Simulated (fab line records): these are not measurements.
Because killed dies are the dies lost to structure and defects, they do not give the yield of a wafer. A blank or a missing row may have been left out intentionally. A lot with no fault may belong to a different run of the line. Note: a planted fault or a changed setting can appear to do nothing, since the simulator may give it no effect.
fab line records	flow n5-finfet
[record] lots = 9	wafers = 26	last-day = 17
route steps=1938 shown HKMG_FIN@388 BEOL_M4@1111 PASSIVATION@1936
lots untouched by any fault: they come from a run of this same line in which no faults occurred
start-h: the number of hours between the record's first day and the start of the first shown wafer of the lot	wait-h: hours from the lot's prior step to this one	" the same as in the row above	L1.1+2: one row covering several wafers at once	- either no value or no given start	* or withheld: withheld	< > ~ a bound
route shown NAME@n: NAME is a module with steps in the file, n the number in the route of the first one	usual: mean/standard deviation taken from wafers without a fault	same: alike in all rows	chamber/n: place in a boat	sites: each site's reading	_std_site: how widely they spread, as a standard deviation	_edge_site: outer sites' mean less inner sites'	radius-mm: for every site, how far away it sits from the centre of the wafer	mask NAME#n: copy n	behind: the most recent tool/chamber to have shaped the wafer	hold: the reason the lot was held/the length of the hold in hours/how it ended	device: which transistor (n, p or np) failed to switch	end of line: the same wafers' tests at the end of the route	where a step has no rows: the recipe by itself	killed: dies that structure and defects cost at the first sort, which is not the same as the wafer's yield	map: a wafer's dies, marking killed ones x, the rest . and places with no die _
set.NAME: the setting that was run; set.NAME@STEP: the one run at that earlier step	model.NAME: the simulator's own value behind a step, which no gauge read
steps of the route over a sample of lots; a table a step, a row a wafer
services: a tool's chamber out of use, with start hour (start-h, from the record's first day; less than 0 if before it), hours out, and reason
[[steps]]
[step N5_HKMG_FIN_ALD_74]
[recipe] material = La2O3	target-thk-a = 5	temp-c = 250	ald-precursor-family = La-Cp	ald-co-reactant = O3	pulse-time-s = 6	co-reactant-pulse-time-s = 1	purge-time-s = 3	co-reactant-purge-time-s = 3
[usual] heater-power-w = 344/49	precursor-pulse-height-rel = 0.998/0.02
lot.wafer	tool	chamber	start-h	wait-h	heater-power-w	precursor-pulse-height-rel
L282.1	ald-hk-01	1	85.46	0.2	305	0.983
L282.4	"	0	"	"	371	1.003
L282.6	"	2	"	"	383	1.039
L283.1	ald-hk-01	0	89.15	0.2	371	1.023
L283.4	"	3	"	"	314	0.974
L283.5	"	3	"	"	306	0.975
L288.1	ald-hk-01	2	119.03	0.2	384	1.000
L288.4	"	1	"	"	305	0.978
L288.5	"	1	"	"	308	0.990
L291.3	ald-hk-03	3	143.71	0.1	292	0.960
L291.4	"	1	"	"	450	0.983
L291.5	"	0	"	"	334	0.990
L293.1	ald-hk-02	1	150.29	0.2	346	1.035
L293.4	"	3	"	"	335	1.011
L293.6	"	3	"	"	343	1.011
L297.1	ald-hk-01	3	174.48	0.2	303	1.022
L297.3	"	2	"	"	376	0.994
L297.6	"	1	"	"	307	1.000
L298.2	ald-hk-03	2	177.37	0.2	284	0.983
L298.4	"	3	"	"	297	1.028
L298.5	"	3	"	"	297	1.010
L299.2	ald-hk-02	2	186.73	0.2	392	1.039
L299.3	"	0	"	"	334	0.990
L302.2	ald-hk-03	2	204.13	0.2	283	0.987
L302.3	"	1	"	"	452	1.007
L302.5	"	0	"	"	347	0.984
[step N5_HKMG_FIN_INSPECT_61]
[recipe] mode = adi	inspect-instrument = macro
[usual] raw-defect-count = 2.0/1.3
lot.wafer	tool	chamber	start-h	wait-h	raw-defect-count
L282.1	defect-inspect-02	-	86.05	0.0	3
L282.4	"	-	"	"	1
L282.6	"	-	"	"	1
L283.1	defect-inspect-01	-	89.75	0.0	0
L283.4	"	-	"	"	1
L283.5	"	-	"	"	2
L288.1	defect-inspect-02	-	119.50	0.0	0
L288.4	"	-	"	"	2
L288.5	"	-	"	"	3
L291.3	defect-inspect-01	-	144.31	0.0	3
L291.4	"	-	"	"	4
L291.5	"	-	"	"	2
L293.1	defect-inspect-01	-	150.77	0.0	1
L293.4	"	-	"	"	0
L293.6	"	-	"	"	2
L297.1	defect-inspect-02	-	175.07	0.0	3
L297.3	"	-	"	"	4
L297.6	"	-	"	"	2
L298.2	defect-inspect-01	-	177.97	0.0	1
L298.4	"	-	"	"	0
L298.5	"	-	"	"	1
L299.2	defect-inspect-01	-	187.33	0.0	1
L299.3	"	-	"	"	2
L302.2	defect-inspect-02	-	204.75	0.0	3
L302.3	"	-	"	"	2
L302.5	"	-	"	"	4
[step N5_HKMG_FIN_STRIP_93]
[recipe] chemistry = N2/H2	material = SOC	time-s = 20	power-w = 500	temp-c = 40	pressure-mtorr = 50	rf-frequency-hz = 6e+07	bias-power-w = 8	h2-frac = 0.5	n2-flow-sccm = 300	h2-flow-sccm = 300
[usual] drypump-motor-current-A = 5.6/0.37	oes-product-au = 0.80/0.089	rf-fwd-power-W = 496.9/1.8	rf-vpp-V = 54.0/0.8	showerhead-plenum-p-Torr = 3.33/0.083	temp-c = 40.00/0.12	throttle-valve-pct = 18.7/0.43
lot.wafer	tool	chamber	start-h	wait-h	drypump-motor-current-A	oes-product-au	rf-fwd-power-W	rf-hours-counter-h	rf-vpp-V	showerhead-plenum-p-Torr	temp-c	throttle-valve-pct
L282.1	rie-diel-03	0	86.81	0.2	6.4	0.75	498.2	149	54.8	3.34	40.10	18.7
L282.4	"	3	"	"	5.4	0.71	496.3	-	54.2	3.35	40.20	19.3
L282.6	"	0	"	"	6.4	0.75	497.4	-	54.7	3.34	40.16	18.7
L283.1	rie-diel-04	2	90.51	0.2	5.5	0.89	497.2	23	52.1	3.27	39.92	18.0
L283.4	"	3	"	"	4.9	0.77	497.4	-	52.4	3.26	40.02	19.1
L283.5	"	2	"	"	5.5	0.89	498.0	-	51.6	3.27	40.12	18.0
L288.1	rie-diel-04	2	120.54	0.2	5.5	0.86	495.2	38	53.7	3.26	40.00	18.1
L288.4	"	1	"	"	5.4	0.95	498.8	7	53.8	3.30	39.88	19.2
L288.5	"	0	"	"	6.1	0.74	500.1	-	54.0	3.29	39.95	18.5
L291.3	rie-diel-01	3	145.52	0.2	5.3	0.71	500.4	175	53.0	3.47	40.08	19.0
L291.4	"	0	"	"	5.8	0.75	494.7	-	55.9	3.19	39.90	18.6
L291.5	"	3	"	"	5.3	0.71	498.5	-	54.7	3.47	40.00	19.0
L293.1	rie-diel-03	3	151.53	0.2	5.4	0.70	495.7	222	54.0	3.33	40.11	19.4
L293.4	"	1	"	"	5.1	0.98	497.3	4	53.8	3.42	39.76	19.2
L293.6	"	3	"	"	5.5	0.70	493.2	-	54.8	3.33	40.09	19.4
L297.1	rie-diel-04	1	175.84	0.2	5.4	0.90	498.5	26	53.6	3.29	39.97	19.2
L297.3	"	3	"	"	5.0	0.76	496.8	165	54.5	3.25	40.18	19.2
L297.6	"	0	"	"	6.1	0.72	500.1	-	54.7	3.28	39.94	18.5
L298.2	rie-diel-01	2	178.73	0.2	5.9	0.97	495.7	8	53.9	3.32	39.78	18.8
L298.4	"	3	"	"	5.3	0.72	497.4	187	53.8	3.46	40.22	19.0
L298.5	"	1	"	"	5.8	0.87	498.9	-	55.0	3.40	39.90	18.2
L299.2	rie-diel-01	0	188.11	0.2	5.7	0.73	494.3	215	54.5	3.18	40.06	18.7
L299.3	"	1	"	"	5.7	0.86	493.6	65	55.4	3.40	40.05	18.2
L302.2	rie-diel-01	3	205.51	0.2	5.3	0.69	495.0	195	55.7	3.46	40.07	19.0
L302.3	"	0	"	"	5.8	0.72	495.0	221	52.6	3.18	39.96	18.6
L302.5	"	0	"	"	5.7	0.73	495.4	-	53.8	3.18	40.05	18.7
[step N5_HKMG_FIN_WET_ETCH_78]
[recipe] chemistry = dNH4OH	mix = 1:50	temp-c = 25	target = Al2O3	stop-on = La2O3	target-depth-nm = 4.5	dry = ipa-marangoni	rinse-time-s = 30	rinse-temp-c = 23
[usual] bath-heat-duty-pct = 6.3/0.75	rinse-temp-c = 23.00/0.11	temp-c = 25.00/0.1
lot.wafer	tool	chamber	start-h	wait-h	bath-heat-duty-pct	rinse-temp-c	temp-c
L282.1	wet-bench-05	1	87.39	0.0	-	-	-
L282.4	"	0	"	"	-	-	-
L282.6	"	2	"	"	-	-	-
L283.1	wet-bench-02	6	91.08	0.0	-	-	-
L283.4	"	5	"	"	-	-	-
L283.5	"	0	"	"	-	-	-
L288.1	wet-bench-05	7	121.10	0.0	6.0	22.99	24.94
L288.4	"	1	"	"	7.2	23.02	24.89
L288.5	"	4	"	"	6.8	23.02	25.08
L291.3	wet-bench-05	6	146.14	0.0	6.1	23.11	24.96
L291.4	"	4	"	"	6.1	22.98	25.14
L291.5	"	5	"	"	6.5	22.97	25.17
L293.1	wet-bench-02	0	152.10	0.0	6.3	23.00	25.00
L293.4	"	4	"	"	5.6	23.23	24.92
L293.6	"	7	"	"	8.1	22.91	24.96
L297.1	wet-bench-05	7	176.40	0.0	6.2	22.97	24.87
L297.3	"	2	"	"	7.1	23.23	24.99
L297.6	"	5	"	"	6.9	23.13	25.09
L298.2	wet-bench-02	7	179.29	0.0	7.2	23.05	24.96
L298.4	"	4	"	"	5.5	22.97	25.08
L298.5	"	2	"	"	7.1	22.93	24.96
L299.2	wet-bench-05	0	188.68	0.0	8.2	23.09	24.80
L299.3	"	1	"	"	7.7	23.09	25.04
L302.2	wet-bench-02	1	206.08	0.0	6.0	23.22	25.08
L302.3	"	6	"	"	5.8	22.81	24.94
L302.5	"	5	"	"	7.4	23.16	25.02
[step N5_BEOL_M4_RC_MEAS_101]
[usual] DIBL_N = 36.2/2	DIBL_P = 36.1/2.4	EOT_P = 10.50/0.1	IGATE_P = 0.0036/0.00059	IOFF_N = 0.16/0.035	IOFF_P = 0.22/0.041	IOFF_P_85C = 3.7/0.58	IOFF_P_LIN = 0.102/0.015	IOFF_P_LONG = 0.000108/1.2e-05	ION_N = 675/14	ION_P = 465/8.6	SS_N = 71.5/0.64	SS_P = 73.2/0.76	VT_N = 250/3.9	VT_N_LVT = 100/3.9	VT_P = -249/3.4	VT_P_LONG = -274.3/3	VT_P_LVT = -99/3.4
lot.wafer	tool	chamber	start-h	wait-h	DIBL_N[mV/V]	DIBL_P[mV/V]	EOT_P	IGATE_P[nA/um]	IOFF_N[nA/um]	IOFF_P[nA/um]	IOFF_P_85C[nA/um]	IOFF_P_LIN[nA/um]	IOFF_P_LONG[nA/um]	ION_N[uA/um]	ION_P[uA/um]	SS_N[mV/dec]	SS_P[mV/dec]	VT_N[mV]	VT_N_LVT[mV]	VT_P[mV]	VT_P_LONG[mV]	VT_P_LVT[mV]
L282.1	prober-01	0	177.80	0.0	36.6	48.1	14.86	0.0000	0.16	4.60	47.9	2.133	0.000814	677	507	71.8	75.2	248	160	-176	-211.8	-88
L282.4	"	0	"	"	35.3	46.1	14.90	0.0000	0.14	3.97	42.5	1.951	0.000818	687	519	70.9	74.7	249	161	-178	-211.2	-89
L282.6	"	0	"	"	35.0	45.4	14.80	0.0000	0.13	4.03	42.6	1.970	0.000808	670	510	71.4	74.4	249	163	-176	-211.1	-90
L283.1	prober-02	0	196.07	0.0	36.6	47.2	14.73	0.0000	0.18	5.07	53.7	2.325	0.000837	688	524	71.7	76.0	245	158	-174	-210.7	-84
L283.4	"	0	"	"	35.0	45.0	14.91	0.0000	0.14	4.03	44.2	1.984	0.000818	659	494	71.1	75.1	251	164	-178	-212.7	-88
L283.5	"	0	"	"	37.3	48.5	14.73	0.0000	0.20	5.61	59.0	2.504	0.000835	688	517	71.7	76.6	241	157	-173	-211.5	-84
L288.1	prober-01	0	213.22	0.0	35.8	36.1	10.56	0.0041	0.17	0.22	3.7	0.108	0.000115	674	459	72.0	72.8	245	99	-247	-273.5	-96
L288.4	"	0	"	"	39.0	40.3	10.62	0.0031	0.22	0.29	4.7	0.128	0.000111	679	463	72.3	73.5	248	97	-244	-271.7	-95
L288.5	"	0	"	"	36.4	37.6	10.54	0.0037	0.18	0.25	4.1	0.117	0.000119	686	467	70.7	74.2	248	98	-245	-273.1	-96
L291.3	prober-01	0	245.55	0.3	38.2	39.7	10.53	0.0033	0.21	0.33	5.2	0.144	0.000122	696	486	71.9	73.6	245	96	-240	-272.2	-93
L291.4	"	0	"	"	35.1	34.7	10.55	0.0033	0.14	0.23	3.9	0.114	0.00012	664	467	71.1	73.7	249	103	-247	-272.3	-98
L291.5	"	0	"	"	32.3	31.9	10.54	0.0033	0.10	0.18	3.2	0.096	0.000127	664	468	70.6	70.9	255	107	-249	-273.0	-101
L293.1	prober-01	0	255.86	0.0	37.1	38.2	10.61	0.0034	0.16	0.24	4.0	0.110	0.000103	678	467	71.9	73.2	249	96	-248	-274.4	-96
L293.4	"	0	"	"	35.0	35.3	10.73	0.0028	0.13	0.19	3.4	0.094	0.000104	661	461	71.2	72.9	254	100	-249	-273.6	-98
L293.6	"	0	"	"	36.6	38.1	10.48	0.0035	0.16	0.23	4.0	0.107	0.000104	679	472	71.1	73.7	251	97	-248	-273.9	-97
L298.2	prober-01	0	272.26	0.2	37.2	38.9	10.48	0.0036	0.16	0.20	3.6	0.097	8.9e-05	670	458	71.8	73.8	249	102	-255	-278.6	-100
L298.4	"	0	"	"	36.1	38.3	10.50	0.0039	0.16	0.20	3.6	0.099	9.6e-05	680	470	71.5	73.7	249	102	-251	-277.1	-101
L298.5	"	0	"	"	37.1	38.6	10.51	0.0038	0.17	0.21	3.6	0.099	8.8e-05	685	465	72.0	73.9	251	99	-250	-279.5	-101
L297.1	prober-02	0	272.29	0.0	34.9	33.2	10.49	0.0034	0.13	0.18	3.2	0.088	0.000106	677	466	70.9	72.7	251	101	-251	-274.7	-102
L297.3	"	0	"	"	38.7	37.5	10.50	0.0036	0.19	0.24	4.1	0.106	0.0001	674	463	72.2	74.4	248	98	-247	-274.6	-100
L297.6	"	0	"	"	40.8	40.7	10.32	0.0051	0.24	0.28	4.8	0.119	0.000108	703	472	72.0	74.0	243	95	-247	-276.2	-97
L299.2	prober-02	0	293.23	0.2	34.1	34.6	10.55	0.0036	0.12	0.19	3.4	0.094	0.0001	664	465	71.1	73.1	257	105	-251	-277.4	-104
L299.3	"	0	"	"	36.5	36.2	10.57	0.0035	0.16	0.19	3.3	0.090	9.2e-05	652	443	72.1	74.3	251	103	-254	-280.0	-106
L302.2	prober-01	0	298.72	0.2	36.4	34.9	10.44	0.0034	0.14	0.19	3.4	0.093	0.00011	669	456	71.8	72.9	253	102	-251	-272.5	-101
L302.3	"	0	"	"	37.7	37.5	10.50	0.0032	0.19	0.22	3.8	0.104	0.000105	682	464	71.5	74.7	247	98	-251	-276.6	-99
L302.5	"	0	"	"	38.0	37.4	10.64	0.0025	0.18	0.24	4.1	0.111	0.000113	678	461	72.2	74.3	250	98	-246	-273.3	-96
[step N5_PASSIVATION_PROBE_49]
[usual] defect-limited-yield = 91.1/1.4	killed_at_M0_to_M3 = 36/9.9	killed_at_M4_up = 13/5.8	killed-at-contacts = 14/5.9	killed-at-front-end = 39/11	killed-at-other = 3.4/2.9	killed-dies = 105/17	killed-open = 70/13	killed-short = 34/7.3	sort_bin_4_leakage = 0.00/0.0072	sort_bin_5_function = 5.3/1	sort_bin_6_memory = 3.3/0.62	sort-n-pass = 1075/17	sort-yield-pct = 91.1/1.4
[same] gross-dies = 1180	killed-at-back-side = 0	sort_bin_8_speed[%] = 0
lot.wafer	tool	chamber	start-h	wait-h	defect-limited-yield[%]	killed_at_M0_to_M3	killed_at_M4_up	killed-at-contacts	killed-at-front-end	killed-at-other	killed-dies	killed-open	killed-short	sort_bin_4_leakage[%]	sort_bin_5_function[%]	sort_bin_6_memory[%]	sort-n-pass	sort-yield-pct[%]
L282.1	prober-01	-	292.63	0.0	90.4	36	12	16	44	5	113	75	36	90.42	5.9	3.1	0	0
L282.4	prober-01	-	292.78	0.2	92.4	35	17	10	23	5	90	57	33	92.37	4.3	3.3	0	0
L282.6	prober-01	-	292.88	0.3	90.3	39	9	16	45	6	115	77	37	90.25	6.2	3.0	0	0
L283.1	prober-01	-	297.32	0.0	90.3	36	5	17	54	3	115	77	38	90.25	5.3	4.3	0	0
L283.4	prober-01	-	297.47	0.2	92.7	29	6	14	37	0	86	61	25	92.71	4.7	2.3	0	0
L283.5	prober-01	-	297.52	0.2	91.8	44	5	6	41	1	97	67	30	91.78	4.7	3.1	0	0
L288.1	prober-01	-	322.65	0.0	90.6	22	18	20	49	2	111	81	29	0	6.6	2.5	1069	90.6
L288.4	prober-01	-	322.80	0.2	92.5	22	11	15	37	4	89	64	25	0	4.5	2.7	1091	92.5
L288.5	prober-01	-	322.85	0.2	89.3	39	8	25	52	2	126	78	48	0	6.3	4.2	1054	89.3
L291.3	prober-01	-	353.81	0.1	92.0	41	6	18	23	6	94	65	27	0.08	4.7	2.9	1085	91.9
L291.4	prober-01	-	353.86	0.2	92.2	29	13	5	38	7	92	65	22	0	4.3	3.1	1088	92.2
L291.5	prober-01	-	353.91	0.2	89.4	26	19	15	57	8	125	84	40	0	6.9	3.3	1055	89.4
L297.1	prober-02	-	385.70	0.0	92.4	25	21	13	29	2	90	60	28	0	4.6	2.7	1090	92.4
L297.3	prober-02	-	385.80	0.1	92.0	23	10	17	41	3	94	68	24	0	4.2	3.6	1086	92.0
L297.6	prober-02	-	385.95	0.3	93.7	17	11	9	30	7	74	55	16	0	3.6	2.5	1106	93.7
L298.2	prober-01	-	390.70	0.1	87.8	43	14	17	64	6	144	86	53	0	7.3	4.6	1036	87.8
L298.4	prober-01	-	390.80	0.2	88.9	28	9	19	72	3	131	85	46	0	7.9	2.8	1049	88.9
L298.5	prober-01	-	390.85	0.2	90.3	38	8	8	60	1	115	68	43	0	4.7	4.6	1065	90.3
L299.3	prober-01	-	399.48	0.1	89.2	44	21	11	52	0	128	85	39	0	6.4	4.1	1052	89.2
// killed by level:class
L282.1 BEOL_M3:geometric-particle:open=13 FIN_SAQP:geometric-particle:short=12 MOL_CONTACT_COAG:geometric-particle:open=12 FIN_SAQP:geometric-particle:open=10 STI_FIN_REVEAL:geometric-particle:open=6 BEOL_M1:geometric-particle:open=6 MOL_CONTACT_COAG:geometric-particle:short=4 BEOL_M2:geometric-particle:open=4
L282.4 MOL_CONTACT_COAG:geometric-particle:open=9 FIN_SAQP:geometric-particle:short=7 BEOL_M0:geometric-particle:open=7 BEOL_M2:geometric-particle:open=7 GATE_CUT:geometric-particle:short=5 BEOL_M1:geometric-particle:short=5 BEOL_M1:geometric-particle:open=5 FIN_SAQP:geometric-particle:open=4
L282.6 MOL_CONTACT_COAG:geometric-particle:open=11 BEOL_M0_SAQP:geometric-particle:open=11 STI_FIN_REVEAL:geometric-particle:open=10 BEOL_M0_SAQP:geometric-particle:short=8 FIN_SAQP:geometric-particle:open=7 BEOL_M3:geometric-particle:open=7 BEOL_M1:geometric-particle:short=6 DUMMY_GATE:geometric-particle:open=5
L283.1 STI_FIN_REVEAL:geometric-particle:open=21 MOL_CONTACT_COAG:geometric-particle:open=15 BEOL_M3:geometric-particle:open=8 FIN_SAQP:geometric-particle:open=7 BEOL_M1:geometric-particle:open=7 FIN_SAQP:geometric-particle:short=6 BEOL_M3:geometric-particle:short=5 DUMMY_GATE:geometric-particle:open=4
L283.4 MOL_CONTACT_COAG:geometric-particle:open=12 BEOL_M3:geometric-particle:open=11 FIN_SAQP:geometric-particle:open=9 FIN_SAQP:geometric-particle:short=7 STI_FIN_REVEAL:geometric-particle:open=6 BEOL_M0_SAQP:geometric-particle:open=5 BEOL_M0_SAQP:geometric-particle:short=5 FIN_CUT:geometric-particle:short=3
L283.5 BEOL_M1:geometric-particle:open=10 BEOL_M3:geometric-particle:open=9 FIN_SAQP:geometric-particle:open=8 BEOL_M2:geometric-particle:open=7 BEOL_M0_SAQP:geometric-particle:short=7 BEOL_M0_SAQP:geometric-particle:open=7 FIN_SAQP:geometric-particle:short=5 STI_FIN_REVEAL:geometric-particle:open=5
L288.1 MOL_CONTACT_COAG:geometric-particle:open=18 STI_FIN_REVEAL:geometric-particle:open=12 FIN_SAQP:geometric-particle:open=9 FIN_SAQP:geometric-particle:short=5 BEOL_M2:geometric-particle:open=5 BEOL_M3:geometric-particle:open=5 GATE_CUT:geometric-particle:open=4 BEOL_M0_SAQP:geometric-particle:open=4
L288.4 STI_FIN_REVEAL:geometric-particle:open=12 MOL_CONTACT_COAG:geometric-particle:open=12 BEOL_M0_SAQP:geometric-particle:short=6 BEOL_M2:geometric-particle:open=6 BEOL_M0_SAQP:geometric-particle:open=5 FIN_SAQP:geometric-particle:short=4 FIN_SAQP:geometric-particle:open=4 BEOL_M3:geometric-particle:open=4
L288.5 MOL_CONTACT_COAG:geometric-particle:open=18 STI_FIN_REVEAL:geometric-particle:open=16 BEOL_M0_SAQP:geometric-particle:short=13 FIN_SAQP:geometric-particle:short=10 BEOL_M0_SAQP:geometric-particle:open=10 MOL_CONTACT_COAG:geometric-particle:short=7 FIN_SAQP:geometric-particle:open=6 GATE_CUT:geometric-particle:short=5
L291.3 MOL_CONTACT_COAG:geometric-particle:open=14 BEOL_M2:geometric-particle:open=11 BEOL_M0_SAQP:geometric-particle:open=8 BEOL_M3:geometric-particle:open=7 FIN_SAQP:geometric-particle:open=4 MOL_CONTACT_COAG:geometric-particle:short=4 MIM_TOP_ETCH:geometric-particle:short=4 DUMMY_GATE:geometric-particle:open=3
L291.4 STI_FIN_REVEAL:geometric-particle:open=10 BEOL_M0_SAQP:geometric-particle:open=9 BEOL_M4:geometric-particle:open=7 MOL_CONTACT_COAG:geometric-particle:open=5 BEOL_M0_SAQP:geometric-particle:short=5 FIN_SAQP:geometric-particle:short=4 BEOL_M3:geometric-particle:open=4 FIN_SAQP:geometric-particle:open=3
L291.5 FIN_SAQP:geometric-particle:open=19 MOL_CONTACT_COAG:geometric-particle:open=11 BEOL_M5:geometric-particle:open=9 STI_FIN_REVEAL:geometric-particle:open=6 GATE_CUT:geometric-particle:short=6 BEOL_M2:geometric-particle:open=6 FIN_SAQP:geometric-particle:short=5 GATE_CUT:geometric-particle:open=5
L297.1 BEOL_M4:geometric-particle:open=12 MOL_CONTACT_COAG:geometric-particle:open=9 STI_FIN_REVEAL:geometric-particle:open=8 BEOL_M0_SAQP:geometric-particle:short=5 GATE_CUT:geometric-particle:short=5 MOL_CONTACT_COAG:geometric-particle:short=4 BEOL_M0_SAQP:geometric-particle:open=4 BEOL_M2:geometric-particle:open=4
L297.3 MOL_CONTACT_COAG:geometric-particle:open=14 STI_FIN_REVEAL:geometric-particle:open=12 FIN_SAQP:geometric-particle:open=7 BEOL_M1:geometric-particle:open=6 BEOL_M2:geometric-particle:open=5 DUMMY_GATE:geometric-particle:open=4 GATE_CUT:geometric-particle:open=4 STI_FIN_REVEAL:geometric-particle:short=3
L297.6 FIN_SAQP:geometric-particle:open=12 MOL_CONTACT_COAG:geometric-particle:open=8 STI_FIN_REVEAL:geometric-particle:open=7 BEOL_M0_SAQP:geometric-particle:short=5 BEOL_M0_SAQP:geometric-particle:open=4 BEOL_M3:geometric-particle:open=3 BEOL_M4:geometric-particle:open=3 BEOL_M2:geometric-particle:open=3
L298.2 FIN_SAQP:geometric-particle:short=14 MOL_CONTACT_COAG:geometric-particle:open=14 BEOL_M0_SAQP:geometric-particle:short=11 BEOL_M0_SAQP:geometric-particle:open=11 GATE_CUT:geometric-particle:short=9 FIN_SAQP:geometric-particle:open=8 BEOL_M1:geometric-particle:open=7 DUMMY_GATE:geometric-particle:open=6
L298.4 MOL_CONTACT_COAG:geometric-particle:open=17 FIN_SAQP:geometric-particle:short=16 STI_FIN_REVEAL:geometric-particle:open=15 FIN_SAQP:geometric-particle:open=12 DUMMY_GATE:geometric-particle:open=7 BEOL_M0_SAQP:geometric-particle:open=7 BEOL_M1:geometric-particle:open=5 GATE_CUT:geometric-particle:open=5
L298.5 FIN_SAQP:geometric-particle:short=20 STI_FIN_REVEAL:geometric-particle:open=11 BEOL_M0_SAQP:geometric-particle:open=10 BEOL_M1:geometric-particle:open=8 MOL_CONTACT_COAG:geometric-particle:open=7 GATE_CUT:geometric-particle:short=6 BEOL_M3:geometric-particle:open=6 STARTING-WAFER:geometric-particle:open=5
L299.3 FIN_SAQP:geometric-particle:open=14 BEOL_M2:geometric-particle:open=12 BEOL_M3:geometric-particle:open=11 BEOL_M4:geometric-particle:open=11 STI_FIN_REVEAL:geometric-particle:open=8 MOL_CONTACT_COAG:geometric-particle:open=7 FIN_SAQP:geometric-particle:short=6 BEOL_M0_SAQP:geometric-particle:short=6
[[services]]
tool	chamber	start-h	hours	kind
rie-diel-04	1	65.99	7.4	repair
ald-hk-03	-	66.31	0.9	repair
rie-diel-04	2	76.84	9.3	repair
rie-diel-03	2	79.37	-	clean
rie-diel-03	2	79.37	-	consumable-replace:focus-ring
rie-diel-03	2	79.37	18.4	scheduled-down
rie-diel-03	2	79.37	18.4	vent-cycle
rie-diel-04	1	87.21	-	clean
rie-diel-04	1	87.21	-	consumable-replace:focus-ring
rie-diel-04	1	87.21	17.0	scheduled-down
rie-diel-04	1	87.21	17.0	vent-cycle
rie-diel-01	3	88.38	7.8	repair
rie-diel-04	3	90.75	21.3	repair
wet-bench-05	-	110.16	1.9	pm
rie-diel-03	1	119.26	-	clean
rie-diel-01	2	131.19	-	clean
rie-diel-01	2	131.19	-	consumable-replace:esc
rie-diel-01	2	131.19	-	consumable-replace:focus-ring
rie-diel-01	2	131.19	22.0	scheduled-down
rie-diel-01	2	131.19	22.0	vent-cycle
rie-diel-01	0	134.94	7.9	repair
rie-diel-03	1	188.21	2.4	repair
wet-bench-05	-	194.60	3.3	repair
rie-diel-01	1	202.82	3.8	repair
[[key]]
[first-sign] step = N5_HKMG_FIN_WET_ETCH_78	reading = tool-record	direction = missing
[effect] step = N5_BEOL_M4_RC_MEAS_101	reading = IOFF_P_LIN	direction = up	sigmas = 99+	usual = 0.102	struck = 2.145
[effect] step = N5_BEOL_M4_RC_MEAS_101	reading = IOFF_P	direction = up	sigmas = 99+	usual = 0.22	struck = 4.55
[effect] step = N5_BEOL_M4_RC_MEAS_101	reading = IOFF_P_85C	direction = up	sigmas = 77	usual = 3.7	struck = 48.3
[effect] step = N5_BEOL_M4_RC_MEAS_101	reading = IOFF_P_LONG	direction = up	sigmas = 60	usual = 0.000108	struck = 0.000822
[effect] step = N5_BEOL_M4_RC_MEAS_101	reading = EOT_P	direction = up	sigmas = 41	usual = 10.50	struck = 14.82
[effect] step = N5_BEOL_M4_RC_MEAS_101	reading = VT_P	direction = up	sigmas = 22	usual = -249	struck = -176
[effect] step = N5_BEOL_M4_RC_MEAS_101	reading = VT_P_LONG	direction = up	sigmas = 21	usual = -274.3	struck = -211.5
[effect] step = N5_BEOL_M4_RC_MEAS_101	reading = VT_N_LVT	direction = up	sigmas = 16	usual = 100	struck = 160
[effect] step = N5_BEOL_M4_RC_MEAS_101	reading = IGATE_P	direction = down	sigmas = 6	usual = 0.0036	struck = 0.0000
[effect] step = N5_BEOL_M4_RC_MEAS_101	reading = ION_P	direction = up	sigmas = 5.5	usual = 465	struck = 512
[effect] step = N5_BEOL_M4_RC_MEAS_101	reading = DIBL_P	direction = up	sigmas = 4.4	usual = 36.1	struck = 46.7
[effect] step = N5_BEOL_M4_RC_MEAS_101	reading = VT_P_LVT	direction = up	sigmas = 3.4	usual = -99	struck = -87
[effect] step = N5_PASSIVATION_PROBE_49	reading = sort_bin_4_leakage	direction = up	sigmas = 99+	usual = 0.00	struck = 91.30
met-at N5_HKMG_FIN_WET_ETCH_78
struck-lots L282,L283
not-acting-at N5_HKMG_FIN_ALD_74,N5_HKMG_FIN_INSPECT_61,N5_HKMG_FIN_STRIP_93
[fault] kind = skipped-step-whole	tool = wet-bench-02,wet-bench-05	chamber = -	onset-h = 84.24	steps = N5_HKMG_FIN_WET_ETCH_78	scope = struck-lots-only
